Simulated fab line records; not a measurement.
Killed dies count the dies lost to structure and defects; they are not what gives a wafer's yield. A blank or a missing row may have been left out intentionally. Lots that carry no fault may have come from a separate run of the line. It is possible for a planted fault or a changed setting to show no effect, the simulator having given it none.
fab line records | flow nandHarc
[record] lots = 12 wafers = 36 lastDay = 24
route steps=1159 shown A_CHANNEL_HOLE_D1@469 A_CHANNEL_FILL_D1@492 END@1159
lots untouched by any fault: they come from a run of this same line in which no faults occurred
startH: hours from the record's first day to the start of the lot's first wafer shown | waitH: hours elapsed since this lot's preceding step | " repeats the value in the row above | L1.1+2: a row that stands for several wafers | - either no value or no given start | * or withheld: withheld | < > ~ a bound
route shown NAME@n: NAME is a module with steps in the file, n the number in the route of the first one | usual: the fault-free wafers' mean and standard deviation | same: alike in all rows | chamber/n: place in a boat | sites: readings site by site | _std_site: their standard deviation | _edge_site: mean of outer sites minus mean of inner sites | radiusMm: for every site, how far away it sits from the centre of the wafer | mask NAME#n: copy n | behind: the tool/chamber that last shaped the wafer | hold: reason for holding the lot/hours on hold/outcome of the hold | device: the transistor (n, p or np) that didn't switch | end of line: the route-end tests of the same wafers | step lacking rows: just its recipe | killed: not the wafer's yield, but the dies lost to structure and defects at the first sort | map: the dies of a wafer, with x for killed, . for not killed, _ for no die there
set.NAME: setting as actually run; set.NAME@STEP: the setting as run at that earlier step | model.NAME: the simulator's own value behind a step, which no gauge read
the route's steps for a sample of lots (tables are steps, rows are wafers)
services: from which hour (startH, from the record's first day; less than 0 if before it) a tool's chamber was out of use, for how many hours, and why
[[steps]]
[step NHARC_A_CHANNEL_HOLE_D1_ETCH_16]
[recipe] targetDepthA = 31000 overEtchFrac = 0.3 timeS = 806 ionEnergyEv = 150 o2FlowSccm = 400 cosFlowSccm = 20 arFlowSccm = 0 rfW = 500 biasW = 300 chemistry = O2/COS
[usual] drypumpMotorCurrentA = 5.6/0.43 oesProductAu = 0.996/0.015 rfVppV = 313.6/1.5 showerheadPlenumPTorr = 3.08/0.091 throttleValvePct = 28.329/0.0091
// columns lot.wafer tool chamber startH waitH drypumpMotorCurrentA oesProductAu rfHoursCounterH rfVppV showerheadPlenumPTorr throttleValvePct
L561.1 rieDiel-12 0 - - 5.0 0.990 9 314.3 3.05 28.325
L561.4 " 1 " " 5.7 0.989 10 316.1 3.21 28.340
L561.3 " 2 " " 5.9 1.009 10 314.7 3.18 28.320
L562.4 rieDiel-05 0 - - 6.0 1.017 1 312.2 2.95 28.335
L562.2 " 1 " " 5.7 0.995 1 311.0 2.99 28.332
L562.5 " 3 " " 5.6 0.971 - 313.6 3.09 28.320
L568.3 rieDiel-11 1 - - 6.1 1.001 3 312.2 3.01 28.344
L568.1 " 3 " " 5.8 0.992 3 314.8 3.22 28.339
L568.5 " 0 " " 5.9 1.016 - 313.4 3.06 28.341
L572.3 rieDiel-11 1 - - 6.1 0.995 5 313.7 3.01 28.338
L572.1 " 3 " " 5.8 1.001 4 316.2 3.22 28.325
L572.6 " 1 " " 6.1 0.986 - 311.5 3.01 28.319
L571.3 rieDiel-05 2 - - 4.9 0.993 8 314.3 3.02 28.332
L571.6 " 1 " " 5.7 0.996 - 313.1 2.98 28.323
L571.5 " 2 " " 4.9 0.991 - 310.7 3.02 28.314
L575.4 rieDiel-12 2 - - 5.9 1.008 2 314.2 3.17 28.317
L575.1 " 0 " " 5.0 0.990 3 313.7 3.05 28.354
L575.5 " 2 " " 5.9 0.996 - 315.2 3.17 28.320
L577.4 rieDiel-05 1 - - 5.7 0.989 9 312.6 2.98 28.321
L577.2 " 2 " " 4.9 0.992 10 312.6 3.02 28.325
L577.6 " 2 " " 4.9 0.994 - 312.8 3.02 28.321
L578.2 rieDiel-05 2 - - 5.0 0.999 11 313.6 3.02 28.335
L578.3 " 1 " " 5.7 0.996 10 312.9 2.98 28.324
L578.5 " 2 " " 5.0 0.993 - 312.8 3.02 28.335
L579.1 rieDiel-12 1 - - 5.7 0.977 4 314.6 3.21 28.333
L579.2 " 0 " " 5.0 0.988 4 313.1 3.04 28.325
L579.6 " 2 " " 6.0 1.016 - 314.4 3.17 28.330
L580.4 rieDiel-05 3 - - 5.6 0.976 12 314.2 3.08 28.325
L580.5 " 0 " " 6.0 1.022 - 310.4 2.94 28.330
L580.6 " 1 " " 5.7 1.005 - 311.5 2.98 28.329
L582.2 rieDiel-05 0 - - 6.0 1.023 12 310.8 2.94 28.335
L582.6 " 2 " " 5.0 0.977 - 313.3 3.02 28.319
L582.5 " 3 " " 5.6 0.972 - 312.9 3.08 28.343
L583.3 rieDiel-12 2 - - 5.9 1.022 6 313.8 3.17 28.324
L583.5 " 1 " " 5.7 0.987 - 316.4 3.21 28.334
L583.4 " 3 " " 5.0 1.006 - 314.1 3.21 28.328
[step NHARC_A_CHANNEL_HOLE_D1_CD_MEAS_18]
[usual] cdNm = 99/3.2
// columns lot.wafer tool chamber startH waitH cdNm
L561.1 cdSem-03 - 171.68 - 98
L561.3 " - " " 101
L561.4 " - " " 97
L562.2 cdSem-01 - 192.39 - 104
L562.4 " - " " 97
L562.5 " - " " 92
L568.1 cdSem-01 - 229.73 - 98
L568.3 " - " " 95
L568.5 " - " " 94
L572.1 cdSem-02 - 252.31 - 103
L572.3 " - " " 98
L572.6 " - " " 98
L571.3 cdSem-01 - 252.77 - 99
L571.5 " - " " 99
L571.6 " - " " 103
L575.1 cdSem-01 - 264.59 - 104
L575.4 " - " " 102
L575.5 " - " " 100
L577.2 cdSem-01 - 272.47 - 95
L577.4 " - " " 99
L577.6 " - " " 97
L578.2 cdSem-01 - 280.90 - 100
L578.3 " - " " 102
L578.5 " - " " 98
L579.1 cdSem-01 - 284.59 - 100
L579.2 " - " " 102
L579.6 " - " " 103
L580.4 cdSem-03 - 299.45 - 97
L580.5 " - " " 99
L580.6 " - " " 96
L582.2 cdSem-01 - 307.68 - 101
L582.5 " - " " 102
L582.6 " - " " 99
L583.3 cdSem-01 - 308.91 - 104
L583.4 " - " " 107
L583.5 " - " " 99
[step NHARC_A_CHANNEL_HOLE_D1_ETCH_20]
[recipe] biasV = 3000 sourceW = withheld pressureMtorr = 20 timeS = 361.9 arFlowSccm = 375 c4f8FlowSccm = 89.3 o2FlowSccm = 35.7 tempC = -20 targetDepthA = 16000 chemistry = C4F8/O2/Ar
[usual] drypumpMotorCurrentA = 5.97/0.25 showerheadPlenumPTorr = 3.73/0.096 throttleValvePct = 32.156/0.0096
// columns lot.wafer tool chamber startH waitH drypumpMotorCurrentA rfHoursCounterH showerheadPlenumPTorr throttleValvePct
L561.1 harEtch-01 0 171.87 0.1 6.26 184 3.73 32.161
L561.3 " 0 " " 6.26 - 3.73 32.144
L561.4 " 1 " " 5.74 - 3.60 32.153
L562.2 harEtch-01 0 192.63 0.1 6.25 192 3.73 32.164
L562.4 " 0 " " 6.27 - 3.73 32.143
L562.5 " 0 " " 6.24 - 3.73 32.159
L568.1 harEtch-01 1 232.51 0.1 5.78 212 3.58 32.148
L568.3 " 0 " " 6.29 - 3.72 32.172
L568.5 " 1 " " 5.75 - 3.58 32.153
L572.1 harEtch-02 0 252.55 0.1 5.71 133 3.72 32.133
L572.3 " 1 " " 6.22 - 3.86 32.159
L572.6 " 0 " " 5.69 - 3.72 32.151
L571.3 harEtch-01 1 253.06 0.2 5.77 - 3.58 32.155
L571.6 " 1 " " 5.77 - 3.58 32.168
L571.5 " 0 " " 6.27 - 3.71 32.165
L575.1 harEtch-02 0 264.84 0.1 5.69 141 3.71 32.155
L575.4 " 0 " " 5.68 - 3.71 32.171
L575.5 " 1 " " 6.10 - 3.85 32.148
L577.2 harEtch-02 1 272.66 0.1 6.20 145 3.85 32.141
L577.4 " 0 " " 5.70 - 3.71 32.164
L577.6 " 1 " " 6.20 - 3.85 32.155
L578.2 harEtch-02 0 281.13 0.1 5.68 150 3.71 32.163
L578.3 " 0 " " 5.69 - 3.71 32.167
L578.5 " 1 " " 6.20 - 3.85 32.155
L579.1 harEtch-02 1 285.24 0.1 6.17 154 3.85 32.145
L579.2 " 0 " " 5.68 154 3.71 32.152
L579.6 " 0 " " 5.68 - 3.71 32.139
L580.4 harEtch-02 0 299.75 0.2 5.71 - 3.70 32.155
L580.5 " 0 " " 5.72 - 3.70 32.144
L580.6 " 1 " " 6.12 - 3.84 32.156
L582.2 harEtch-02 1 307.92 0.1 6.13 165 3.84 32.151
L582.6 " 0 " " 5.71 - 3.70 32.157
L582.5 " 1 " " 6.15 - 3.84 32.153
L583.4 harEtch-02 1 312.14 0.2 6.20 - 3.84 32.160
L583.3 " 0 " " 5.71 - 3.70 32.149
L583.5 " 0 " " 5.69 - 3.70 32.143
[step NHARC_A_CHANNEL_HOLE_D1_INSPECT_40]
[usual] rawDefectCount = 56/16
// columns lot.wafer tool chamber startH waitH rawDefectCount
L561.1 defectInspect-01 - 177.46 - 57
L561.3 " - " " 49
L561.4 " - " " 32
L562.2 defectInspect-02 - 198.18 - 84
L562.4 " - " " 66
L562.5 " - " " 61
L568.1 defectInspect-01 - 238.11 - 291
L568.3 " - " " 278
L568.5 " - " " 292
L572.1 defectInspect-01 - 258.07 - 32
L572.3 " - " " 38
L572.6 " - " " 30
L571.3 defectInspect-02 - 258.53 - 304
L571.5 " - " " 293
L571.6 " - " " 318
L575.1 defectInspect-02 - 270.38 - 28
L575.4 " - " " 28
L575.5 " - " " 35
L577.2 defectInspect-02 - 278.27 - 53
L577.4 " - " " 39
L577.6 " - " " 58
L578.2 defectInspect-01 - 286.69 - 76
L578.3 " - " " 37
L578.5 " - " " 53
L579.1 defectInspect-02 - 290.84 - 48
L579.2 " - " " 51
L579.6 " - " " 60
L580.4 defectInspect-01 - 305.23 - 56
L580.5 " - " " 44
L580.6 " - " " 61
L582.2 defectInspect-01 - 313.61 - 47
L582.5 " - " " 50
L582.6 " - " " 39
L583.3 defectInspect-01 - 317.61 - 55
L583.4 " - " " 49
L583.5 " - " " 57
[step NHARC_A_CHANNEL_FILL_D1_ALD_02]
[recipe] targetThkA = 60 pulseTimeS = 10 aldCycles = 60 tempC = 300 material = SiO2
[usual] heaterPowerW = 482/42 precursorPulseHeightRel = 1.000/0.02
// columns lot.wafer tool chamber startH waitH heaterPowerW precursorPulseHeightRel
L561.1 aldHk-04 2 178.02 - 401 1.021
L561.4 " 3 " " 485 0.977
L561.3 " 1 " " 423 1.001
L562.2 aldHk-01 3 198.37 - 547 1.001
L562.4 " 2 " " 413 0.995
L562.5 " 3 " " 540 1.016
L568.1 aldHk-04 1 238.85 - 439 1.004
L568.3 " 2 " " 403 1.023
L568.5 " 2 " " 404 1.040
L572.1 aldHk-01 3 259.96 - 533 1.011
L572.3 " 2 " " 457 1.008
L572.6 " 3 " " 544 1.025
L571.3 aldHk-01 0 260.61 - 491 1.010
L571.6 " 1 " " 514 0.995
L571.5 " 2 " " 463 1.006
L575.4 aldHk-04 0 270.58 - 431 1.009
L575.1 " 2 " " 410 0.993
L575.5 " 0 " " 429 1.000
L577.2 aldHk-02 0 278.48 - 493 0.979
L577.4 " 3 " " 481 1.010
L577.6 " 0 " " 524 0.957
L578.2 aldHk-01 2 287.42 - 458 1.036
L578.3 " 1 " " 514 1.001
L578.5 " 2 " " 459 0.984
L579.1 aldHk-01 3 291.05 - 554 1.007
L579.2 " 2 " " 457 1.009
L579.6 " 0 " " 506 1.004
L580.4 aldHk-04 2 305.43 - 410 1.001
L580.5 " 2 " " 408 1.031
L580.6 " 3 " " 503 1.005
L582.2 aldHk-01 3 313.81 - 536 1.018
L582.6 " 3 " " 532 1.026
L582.5 " 0 " " 496 0.991
L583.3 aldHk-02 1 317.87 - 443 1.006
L583.4 " 3 " " 433 0.987
L583.5 " 0 " " 479 1.009
[step NHARC_END_SORT_01]
[recipe] tempC = 25
[usual] killedAtArray = 31/11 killedAtOther = 0.5/0.78 killedAtPeriphery = 3.0/2 killedDies = 34/12 killedOpen = 3.2/2 killedShort = 1.9/1.6
[same] grossDies = 677
// columns lot.wafer tool chamber startH waitH killedAtArray killedAtOther killedAtPeriphery killedDies killedOpen killedShort
L568.1 prober-02 0 497.09 2.5 93 1 2 96 0 2
L568.3 prober-02 0 498.69 3.1 96 1 0 97 2 1
L568.5 prober-02 0 500.29 3.7 101 0 4 105 4 4
L572.1 prober-01 0 510.01 2.5 13 0 4 17 3 3
L572.3 prober-01 0 511.60 3.1 20 1 3 24 3 7
L572.6 prober-01 0 513.98 4.0 17 1 4 22 3 0
L571.3 prober-02 0 511.67 3.1 85 0 2 87 3 0
L571.5 prober-02 0 513.27 3.7 95 0 3 98 4 6
L571.6 prober-02 0 514.07 4.0 97 0 1 98 3 0
L580.4 prober-02 0 574.33 3.4 24 0 3 27 3 1
L580.5 prober-02 0 575.12 3.7 31 0 3 34 3 3
L580.6 prober-02 0 575.91 4.0 34 0 2 36 2 2
// killed by level:class
L568.1 A_CHANNEL_HOLE_D1:unspecified=61 A_SLIT:chamberFilmFlake=12 A_CHANNEL_HOLE_D1:chamberFilmFlake=9 A_STAIRCASE:chamberFilmFlake=7 A_WL_FILL:geometricParticle:short=2 A_CONTACT:chamberFilmFlake=2 P_ZERO_WELL:chamberFilmFlake=1 P_GATE:chamberFilmFlake=1
L568.3 A_CHANNEL_HOLE_D1:unspecified=66 A_SLIT:chamberFilmFlake=15 A_STAIRCASE:chamberFilmFlake=6 A_CHANNEL_HOLE_D1:chamberFilmFlake=5 A_WL_FILL:geometricParticle:short=1 A_CONTACT:geometricParticle:open=1 A_BLC:geometricParticle:open=1 A_CONTACT:chamberFilmFlake=1
L568.5 A_CHANNEL_HOLE_D1:unspecified=65 A_SLIT:chamberFilmFlake=14 A_CHANNEL_HOLE_D1:chamberFilmFlake=8 A_STAIRCASE:chamberFilmFlake=6 A_WL_FILL:geometricParticle:open=3 P_CONTACT:geometricParticle:short=2 A_CONTACT:chamberFilmFlake=2 P_M0:geometricParticle:open=1
L572.1 A_CHANNEL_HOLE_D1:chamberFilmFlake=4 A_CHANNEL_FILL_D1:geometricParticle:short=2 P_M1:chamberFilmFlake=2 A_STAIRCASE:chamberFilmFlake=2 A_CONTACT:chamberFilmFlake=2 P_M1:geometricParticle:open=1 A_ONON_D1:geometricParticle:short=1 A_CHANNEL_FILL_D1:geometricParticle:open=1
L572.3 A_CONTACT:chamberFilmFlake=6 P_M1:chamberFilmFlake=3 A_SOURCE_PLATE:geometricParticle:short=2 A_CONTACT:geometricParticle:open=2 A_CONTACT:geometricParticle:short=2 A_STAIRCASE:chamberFilmFlake=2 A_CHANNEL_HOLE_D1:geometricParticle:short=1 A_CHANNEL_FILL_D1:geometricParticle:short=1
L571.3 A_CHANNEL_HOLE_D1:unspecified=58 A_SLIT:chamberFilmFlake=15 A_STAIRCASE:chamberFilmFlake=5 A_CHANNEL_HOLE_D1:chamberFilmFlake=2 A_CONTACT:chamberFilmFlake=2 P_M0:geometricParticle:open=1 A_BLC:geometricParticle:open=1 A_M0:geometricParticle:open=1
L571.5 A_CHANNEL_HOLE_D1:unspecified=64 A_STAIRCASE:chamberFilmFlake=11 A_SLIT:chamberFilmFlake=7 P_M0:geometricParticle:open=2 A_CHANNEL_FILL_D1:geometricParticle:open=2 A_M0:geometricParticle:short=2 A_ZERO_WELL:chamberFilmFlake=2 A_CHANNEL_HOLE_D1:chamberFilmFlake=2
L572.6 A_CONTACT:chamberFilmFlake=8 A_CHANNEL_HOLE_D1:chamberFilmFlake=5 P_GATE:geometricParticle:open=2 P_M1:chamberFilmFlake=2 A_ZERO_WELL:chamberFilmFlake=2 A_CONTACT:geometricParticle:open=1 HYBRID_BOND:chamberFilmFlake=1 A_STAIRCASE:chamberFilmFlake=1
L571.6 A_CHANNEL_HOLE_D1:unspecified=62 A_SLIT:chamberFilmFlake=14 A_STAIRCASE:chamberFilmFlake=12 A_CHANNEL_HOLE_D1:chamberFilmFlake=3 A_CONTACT:chamberFilmFlake=3 P_CONTACT:geometricParticle:open=1 A_CHANNEL_FILL_D1:geometricParticle:open=1 A_CONTACT:geometricParticle:open=1
L580.4 A_CHANNEL_HOLE_D1:chamberFilmFlake=7 A_SGD_CUT:chamberFilmFlake=4 A_BLC:chamberFilmFlake=3 A_M0:chamberFilmFlake=3 P_GATE:chamberFilmFlake=2 A_CONTACT:chamberFilmFlake=2 P_BONDPAD:chamberFilmFlake=1 A_ONON_D1:geometricParticle:open=1
L580.5 A_BLC:chamberFilmFlake=9 A_CHANNEL_HOLE_D1:chamberFilmFlake=8 A_CONTACT:chamberFilmFlake=4 A_SGD_CUT:chamberFilmFlake=3 A_WL_FILL:geometricParticle:short=2 A_M0:chamberFilmFlake=2 P_CONTACT:geometricParticle:open=1 P_M0:geometricParticle:open=1
L580.6 A_CHANNEL_HOLE_D1:chamberFilmFlake=9 A_CONTACT:chamberFilmFlake=8 A_M0:chamberFilmFlake=6 A_BLC:chamberFilmFlake=5 A_SGD_CUT:chamberFilmFlake=2 P_CONTACT:geometricParticle:short=1 A_CHANNEL_FILL_D1:geometricParticle:short=1 A_CHANNEL_FILL_D1:geometricParticle:open=1
[[services]]
// columns tool chamber startH hours kind
rieDiel-05 - 163.62 9.0 pm
rieDiel-05 0 163.62 9.0 ventCycle
rieDiel-05 1 163.62 9.0 ventCycle
rieDiel-05 2 163.62 9.0 ventCycle
rieDiel-05 3 163.62 9.0 ventCycle
rieDiel-05 0 172.62 - clean
rieDiel-05 1 172.62 - clean
rieDiel-05 2 172.62 - clean
rieDiel-05 3 172.62 - clean
rieDiel-11 0 174.02 9.4 repair
rieDiel-12 3 183.88 6.7 repair
aldHk-04 - 189.24 10.0 pm
rieDiel-11 - 189.50 9.0 pm
rieDiel-05 0 197.12 - clean
rieDiel-11 2 200.68 1.2 repair
rieDiel-12 - 202.68 9.0 pm
rieDiel-05 1 204.46 4.9 repair
rieDiel-05 3 221.86 1.8 repair
aldHk-01 - 228.00 10.0 pm
rieDiel-11 1 264.48 10.8 repair
aldHk-02 - 281.53 10.0 pm
rieDiel-12 1 295.70 2.5 repair
rieDiel-12 0 302.92 10.5 repair
harEtch-01 - 305.00 17.0 pm
[[key]]
[firstSign] step = NHARC_A_CHANNEL_HOLE_D1_INSPECT_40 reading = rawDefectCount direction = up sigmas = 15 usual = 56 struck = 296
[effect] step = NHARC_END_SORT_01 reading = killedAtArray direction = up sigmas = 5.8 usual = 31 struck = 94
[moreKillsBornAt] NHARC_A_CHANNEL_HOLE_D1_ETCH_20@harEtch-01 = 307
metAt NHARC_A_CHANNEL_HOLE_D1_ETCH_20
struckLots L568,L571
testerLeftOut L568,L571
notActingAt NHARC_A_CHANNEL_HOLE_D1_ETCH_16,NHARC_A_CHANNEL_HOLE_D1_CD_MEAS_18,NHARC_A_CHANNEL_FILL_D1_ALD_02
onsetBetween 192.63 232.51
[fault] kind = chamberParticleSource tool = harEtch-01 chamber = - onsetH = 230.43 steps = NHARC_A_CHANNEL_HOLE_D1_ETCH_20 ratePerVisitCm2 = 0.37787 endH = 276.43
// testerLeftOut: of these lots the tester's yield and bins aren't shown, on N5 and GAA mostly nor the transistor test; their killed dies are dies lost to structure and defects alone, not to doping, threshold or leakage, so they don't give the yield
